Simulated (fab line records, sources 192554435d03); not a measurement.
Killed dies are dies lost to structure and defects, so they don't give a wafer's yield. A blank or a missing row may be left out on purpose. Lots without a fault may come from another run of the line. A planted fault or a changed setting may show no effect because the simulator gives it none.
Chamber matching | flow n5_finfet | N5_BEOL_M6_DESCUM_16 on rie_diel-01: 4 sister chambers
The step chemistry O2, time 7.9 s. 4 wafers are shown with their chamber, then 8 later ones without.

WAFERS WITH THEIR CHAMBER
wafer  | chamber | drypump_motor_current_A (A)
L086.3 | 2       | 5.6
L086.4 | 0       | 5.2
L086.6 | 1       | 5.3
L089.1 | 3       | 6.1

WAFERS WITHOUT THEIR CHAMBER
wafer  | drypump_motor_current_A (A)
L089.3 | 5.6
L089.6 | 5.2
L093.2 | 6.1
L093.5 | 6.2
L093.6 | 5.2
L095.1 | 5.2
L095.2 | 5.6
L095.3 | 6.1

WHICH CHAMBER EACH WENT THROUGH
wafer  | from the rows above | in truth
L089.3 | 2                   | 2
L089.6 | 0                   | 0
L093.2 | 3                   | 3
L093.5 | 3                   | 3
L093.6 | 0                   | 0
L095.1 | 0                   | 0
L095.2 | 2                   | 2
L095.3 | 3                   | 3
Placed correctly: 8 of 8. Can't be placed from these rows: 0. Placed wrongly: 0.
How it was worked out, from the rows above alone: a wafer's distance from a chamber is the root of the sum, over the readings, of the square of ((its reading less the chamber's mean) divided by the reading's scatter). The wafer belongs to the nearest chamber; if the next one is less than 2 further off, it can't be placed. A chamber's mean is the mean of its shown wafers. The scatter: with one shown wafer a chamber, the root of the mean of the squares of how far each hidden wafer lies from its nearest shown one.
